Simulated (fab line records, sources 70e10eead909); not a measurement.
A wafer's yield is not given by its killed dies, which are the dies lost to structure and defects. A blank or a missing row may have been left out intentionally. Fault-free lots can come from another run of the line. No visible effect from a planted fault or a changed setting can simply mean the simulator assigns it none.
What tool caused it?    flow nand harc    13 lots (39 wafers sampled), 1 step of a 1302-step route

== WHAT EACH GAUGE READ, for each wafer ==
NHARC_A_M0_CD_MEAS_09: the cd target is 80 nm.
lot   measured      on         cd nm (nm)
L401  day 22 23:14  cd sem-01  80.2 79.7 80.5
L402  day 23 13:16  cd sem-03  78.6 79.8 79.3
L404  day 23 16:17  cd sem-01  79.3 79.4 79.4
L403  day 23 21:19  cd sem-03  79.7 80.6 78.5
L406  day 24 20:35  cd sem-02  80.8 79.6 80.5
L407  day 25 22:46  cd sem-02  81.1 81.2 81.5
L409  day 26 00:43  cd sem-02  80.8 80.8 80.1
L408  day 26 13:52  cd sem-02  79.8 79.6 78.9
L410  day 26 15:34  cd sem-01  80.2 79.7 80.9
L411  day 27 05:29  cd sem-01  80.8 79.7 80.0
L413  day 27 09:37  cd sem-03  79.7 79.7 79.5
L419  day 30 10:47  cd sem-01  79.9 79.7 80.7
L424  day 31 13:38  cd sem-02  79.3 79.6 79.8

== TOOL THAT RAN EACH LOT (tool first, then ch and the chambers of the sampled wafers, then the start) ==
No process step before these readings appears in the record.

== AS READ BY THE TOOLS THEMSELVES (means over the sampled wafers that have a number; for cases with no such wafer, the mark the record gives instead) ==
The record holds no such reading with a usual standard deviation.

== THE ANSWER, worked out from the rows above alone ==
Rule: what is usual is taken from the lots themselves. The widest of any qualifying gaps counts: lots, ordered by their means at a reading, are off when they make up no more than a third of the lots, leave a main group of 4 or more, and stand apart from it by 3 or more times the standard deviation of that group's means. The tables above print the reading to a certain number of digits; a main group whose means all agree to those digits is not used. A lot without any number at a reading at which 4 lots or more have one is off too. Where the step has rows for the other lots, those lots are counted as sound. First the gauges in route order, then the tools' own readings, where a lot's mean is used as printed above. At the first step where some lot is off, the reading lying furthest off is the one used; lots without a number count as furthest.
No lot is off on any of the readings shown, so nothing can be concluded from this.

== WHAT THE SIMULATOR PUT IN ==
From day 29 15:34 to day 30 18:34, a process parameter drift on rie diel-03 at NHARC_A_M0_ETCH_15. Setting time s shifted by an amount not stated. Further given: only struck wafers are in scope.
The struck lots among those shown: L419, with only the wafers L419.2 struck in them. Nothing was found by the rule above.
